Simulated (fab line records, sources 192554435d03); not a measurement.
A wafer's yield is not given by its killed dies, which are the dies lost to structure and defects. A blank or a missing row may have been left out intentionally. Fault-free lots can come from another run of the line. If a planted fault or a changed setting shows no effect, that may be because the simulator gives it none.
Which tool did it? + flow n5 finfet + 27 wafers from 9 lots sampled at 7 of the route's 1938 steps

WHAT THE GAUGES SHOWED, per wafer
N5_BEOL_M7_OCD_MEAS_38. Usual: trench depth nm 92.8 nm, standard deviation 1.
| lot  | measured     | on     | trench depth nm (nm) | flag |
|------|--------------|--------|----------------------|------|
| L300 | day 10 04:09 | ocd-01 | 90.8 94.4 91.3       |      |
| L302 | day 11 00:49 | ocd-02 | 93.6 93.1 92.8       |      |
| L303 | day 11 02:45 | ocd-02 | 91.4 92.7 90.9       |      |
| L304 | day 11 08:52 | ocd-01 | 93.1 93.6 92.5       |      |
| L307 | day 11 20:56 | ocd-02 | 92.7 92.1 93.0       |      |
| L312 | day 14 02:53 | ocd-02 | 92.3 92.3 91.3       |      |
| L321 | day 16 19:43 | ocd-01 | 82.8 83.0 92.0       | OFF  |
| L323 | day 16 23:28 | ocd-01 | 94.8 93.5 93.8       |      |
| L322 | day 17 11:01 | ocd-02 | 93.7 91.4 83.7       | OFF  |

N5_BEOL_M7_THK_MEAS_53: measures by xrf. Usual: M7_THK 79.2 nm, standard deviation 1.6.
| lot  | measured     | on            | M7_THK (nm)    | flag |
|------|--------------|---------------|----------------|------|
| L300 | day 10 09:07 | film metro-01 | 77.4 81.5 77.1 |      |
| L302 | day 11 04:28 | film metro-01 | 78.8 79.7 79.3 |      |
| L303 | day 11 05:35 | film metro-02 | 77.0 78.7 76.6 |      |
| L304 | day 11 12:34 | film metro-02 | 77.1 78.1 77.1 |      |
| L307 | day 11 23:23 | film metro-02 | 77.9 77.5 78.4 |      |
| L312 | day 14 05:13 | film metro-02 | 78.2 79.0 76.1 |      |
| L321 | day 16 22:13 | film metro-01 | 69.9 69.4 77.7 | OFF  |
| L323 | day 17 04:34 | film metro-02 | 80.9 81.1 80.7 |      |
| L322 | day 17 15:07 | film metro-02 | 78.7 76.3 69.5 |      |

N5_BEOL_M7_RS_MEAS_57: a four-point-probe measurement. Usual: M7_RS 0.290 ohm/sq, standard deviation 0.0061.
| lot  | measured     | on            | M7_RS (ohm/sq)    | flag |
|------|--------------|---------------|-------------------|------|
| L300 | day 10 09:15 | film metro-02 | 0.297 0.277 0.296 |      |
| L302 | day 11 04:36 | film metro-01 | 0.292 0.288 0.291 |      |
| L303 | day 11 05:43 | film metro-02 | 0.298 0.290 0.301 |      |
| L304 | day 11 12:42 | film metro-01 | 0.295 0.290 0.294 |      |
| L307 | day 11 23:31 | film metro-02 | 0.293 0.296 0.293 |      |
| L312 | day 14 05:22 | film metro-02 | 0.298 0.291 0.305 |      |
| L321 | day 16 22:22 | film metro-02 | 0.336 0.340 0.297 | OFF  |
| L323 | day 17 04:42 | film metro-02 | 0.283 0.281 0.284 |      |
| L322 | day 17 15:14 | film metro-01 | 0.293 0.304 0.337 | OFF  |

EACH LOT AND THE TOOL THAT RAN IT (in order: tool; ch and the chambers of the sampled wafers; start)
| lot  | N5_BEOL_M7_DESCUM_33               | N5_BEOL_M7_TRENCH_ETCH_37          | N5_BEOL_M7_CURE_75            | N5_BEOL_M7_DEGAS_44          |
|------|------------------------------------|------------------------------------|-------------------------------|------------------------------|
| L300 | rie diel-02 ch 0,2, day 10 03:43   | rie diel-02 ch 0,2, day 10 03:59   | uv cure-01 ch 0, day 10 04:23 | pvd sputter-01, day 10 07:10 |
| L302 | rie diel-02 ch 2,3, day 11 00:23   | rie diel-02 ch 2,3, day 11 00:40   | uv cure-01 ch 2, day 11 01:10 | pvd sputter-03, day 11 02:07 |
| L303 | rie diel-01 ch 0,1,3, day 11 02:19 | rie diel-01 ch 0,1,3, day 11 02:35 | uv cure-01 ch 1, day 11 03:11 | pvd sputter-03, day 11 03:37 |
| L304 | rie diel-01 ch 0,2,3, day 11 08:26 | rie diel-01 ch 0,2,3, day 11 08:42 | uv cure-01 ch 1, day 11 09:16 | pvd sputter-01, day 11 11:02 |
| L307 | rie diel-01 ch 0,3, day 11 20:30   | rie diel-01 ch 0,3, day 11 20:46   | uv cure-03 ch 1, day 11 21:13 | pvd sputter-02, day 11 21:29 |
| L312 | rie diel-02 ch 0,1,3, day 14 02:28 | rie diel-02 ch 0,1,3, day 14 02:44 | uv cure-03 ch 0, day 14 03:08 | pvd sputter-02, day 14 03:40 |
| L321 | rie diel-02 ch 2,3, day 16 19:17   | rie diel-02 ch 2,3, day 16 19:33   | uv cure-01 ch 2, day 16 19:55 | pvd sputter-02, day 16 20:17 |
| L323 | rie diel-04 ch 0,1, day 16 23:02   | rie diel-04 ch 0,1, day 16 23:19   | uv cure-03 ch 1, day 16 23:40 | pvd sputter-02, day 17 03:04 |
| L322 | rie diel-02 ch 0,2,3, day 17 10:35 | rie diel-02 ch 0,2,3, day 17 10:51 | uv cure-03 ch 1, day 17 11:51 | pvd sputter-02, day 17 12:10 |
- N5_BEOL_M7_DESCUM_33: chemistry O2, time 7 s.
- N5_BEOL_M7_TRENCH_ETCH_37: etches SiCOH lowk in C4F6/O2, target depth 93.478 nm, time 31.2 s.
- N5_BEOL_M7_CURE_75: cures SiCOH lowk, time 120 s.
- N5_BEOL_M7_DEGAS_44: time 60 s.

WHAT THE TOOLS THEMSELVES READ (means of the sampled wafers that have a number; where no wafer has one, the mark that the record gives instead)
N5_BEOL_M7_DESCUM_33. Usual: bias power w 20.00 W (standard deviation 0.062); drypump motor current A 5.3 A (standard deviation 0.47); o2 flow sccm 225.1 sccm (standard deviation 0.65); oes product au 0.77 a.u. (standard deviation 0.083); rf vpp V 243.8 V (standard deviation 1.1); showerhead plenum p Torr 2.14 Torr (standard deviation 0.046); throttle valve pct 20.44 % (standard deviation 0.21).
| lot  | tool        | bias power w (W) | drypump motor current A (A) | o2 flow sccm (sccm) | oes product au (a.u.) | rf vpp V (V) | showerhead plenum p Torr (Torr) | throttle valve pct (%) | flag |
|------|-------------|------------------|-----------------------------|---------------------|-----------------------|--------------|---------------------------------|------------------------|------|
| L300 | rie diel-02 | 20.01            | 4.9                         | 225.5               | 0.73                  | 243.8        | 2.17                            | 20.65                  |      |
| L302 | rie diel-02 | 20.06            | 5.0                         | 224.7               | 0.82                  | 245.2        | 2.20                            | 20.63                  |      |
| L303 | rie diel-01 | 20.03            | 5.3                         | 225.6               | 0.72                  | 243.8        | 2.16                            | 20.43                  |      |
| L304 | rie diel-01 | 19.98            | 5.0                         | 225.1               | 0.73                  | 244.9        | 2.15                            | 20.42                  |      |
| L307 | rie diel-01 | 20.01            | 5.2                         | 224.8               | 0.73                  | 243.5        | 2.17                            | 20.28                  |      |
| L312 | rie diel-02 | 19.97            | 5.2                         | 225.2               | 0.72                  | 244.0        | 2.17                            | 20.37                  |      |
| L321 | rie diel-02 | 19.96            | 5.0                         | 225.3               | 0.78                  | 243.9        | 2.19                            | 20.68                  |      |
| L323 | rie diel-04 | 20.08            | 6.1                         | 225.2               | 0.88                  | 245.1        | 2.19                            | 20.31                  |      |
| L322 | rie diel-02 | 20.06            | 5.1                         | 224.7               | 0.83                  | 243.8        | 2.17                            | 20.46                  |      |

N5_BEOL_M7_TRENCH_ETCH_37. Usual: drypump motor current A 5.3 A (standard deviation 0.46); oes_f_703_au 0.77 a.u. (standard deviation 0.077); oes product au 0.77 a.u. (standard deviation 0.082); rf fwd power W 340.6 W (standard deviation 1.8); rf vpp V 667 V (standard deviation 6.3); showerhead plenum p Torr 2.91 Torr (standard deviation 0.064); throttle valve pct 20.92 % (standard deviation 0.2).
| lot  | tool        | drypump motor current A (A) | oes_f_703_au (a.u.) | oes product au (a.u.) | rf fwd power W (W) | rf vpp V (V) | showerhead plenum p Torr (Torr) | throttle valve pct (%) | flag |
|------|-------------|-----------------------------|---------------------|-----------------------|--------------------|--------------|---------------------------------|------------------------|------|
| L300 | rie diel-02 | 5.0                         | 0.74                | 0.72                  | 341.1              | 670          | 2.95                            | 21.15                  |      |
| L302 | rie diel-02 | 5.0                         | 0.82                | 0.81                  | 342.6              | 666          | 2.99                            | 21.15                  |      |
| L303 | rie diel-01 | 5.3                         | 0.72                | 0.71                  | 340.1              | 670          | 2.94                            | 20.91                  |      |
| L304 | rie diel-01 | 5.1                         | 0.74                | 0.74                  | 340.0              | 664          | 2.91                            | 20.85                  |      |
| L307 | rie diel-01 | 5.2                         | 0.74                | 0.73                  | 340.1              | 670          | 2.95                            | 20.74                  |      |
| L312 | rie diel-02 | 5.2                         | 0.72                | 0.72                  | 341.3              | 667          | 2.94                            | 20.87                  |      |
| L321 | rie diel-02 | 5.0                         | 0.63                | 0.74                  | 285.4              | 734          | 2.97                            | 21.20                  | OFF  |
| L323 | rie diel-04 | 6.1                         | 0.87                | 0.88                  | 339.1              | 672          | 2.98                            | 20.80                  |      |
| L322 | rie diel-02 | 5.1                         | 0.77                | 0.81                  | 312.8              | 702          | 2.95                            | 20.97                  | OFF  |

N5_BEOL_M7_CURE_75. Usual: lamp power pct 52.31 %, standard deviation 0.055; wafer_temp_C_max 372.2, standard deviation 0.69.
| lot  | tool       | lamp power pct (%) | wafer_temp_C_max | flag |
|------|------------|--------------------|------------------|------|
| L300 | uv cure-01 | 52.31              | 371.8            |      |
| L302 | uv cure-01 | 52.30              | 371.7            |      |
| L303 | uv cure-01 | 52.32              | 373.0            |      |
| L304 | uv cure-01 | 52.31              | 372.7            |      |
| L307 | uv cure-03 | 52.26              | 371.2            |      |
| L312 | uv cure-03 | 52.31              | 372.6            |      |
| L321 | uv cure-01 | 52.30              | 371.9            |      |
| L323 | uv cure-03 | 52.28              | 371.6            |      |
| L322 | uv cure-03 | 52.30              | 371.4            |      |

N5_BEOL_M7_DEGAS_44. Usual: heater power w 314 W, standard deviation 39.
| lot  | tool           | heater power w (W) | flag |
|------|----------------|--------------------|------|
| L300 | pvd sputter-01 | 294                |      |
| L302 | pvd sputter-03 | 325                |      |
| L303 | pvd sputter-03 | 269                |      |
| L304 | pvd sputter-01 | 318                |      |
| L307 | pvd sputter-02 | 322                |      |
| L312 | pvd sputter-02 | 294                |      |
| L321 | pvd sputter-02 | 318                |      |
| L323 | pvd sputter-02 | 315                |      |
| L322 | pvd sputter-02 | 305                |      |

THE ANSWER, worked out from the rows above alone
Rule: a lot is off if the mean of its wafers that have a number lies more than 3 standard deviations from the usual mean. Also off: a lot with no number at a reading for which 4 or more lots have one. All remaining lots with rows at the step are treated as sound. Order of review: gauges by route order, followed by the tools' own readings, for which a lot's mean as printed above is used. The first step at which some lot is off is used, and at that step the reading that is off furthest; a lot without a number counts as furthest.
Off: L321, L322, at N5_BEOL_M7_OCD_MEAS_38 (trench depth nm).
A tool fits if, at a process step before that reading, it ran every lot that is off, and no sound lot after the first of them. Not tried: the gauges at N5_BEOL_M7_OCD_MEAS_38; whatever is off there is also off at N5_BEOL_M7_RS_MEAS_57, on other tools, and gauge error can't account for it. One fits: rie diel-02 at N5_BEOL_M7_DESCUM_33 and N5_BEOL_M7_TRENCH_ETCH_37. At N5_BEOL_M7_DESCUM_33 its last sound lot is L312 (day 14 02:28), its first lot that is off L321 (day 16 19:17): a fault that began between those two fits.

WHAT THE SIMULATOR HAD PUT IN
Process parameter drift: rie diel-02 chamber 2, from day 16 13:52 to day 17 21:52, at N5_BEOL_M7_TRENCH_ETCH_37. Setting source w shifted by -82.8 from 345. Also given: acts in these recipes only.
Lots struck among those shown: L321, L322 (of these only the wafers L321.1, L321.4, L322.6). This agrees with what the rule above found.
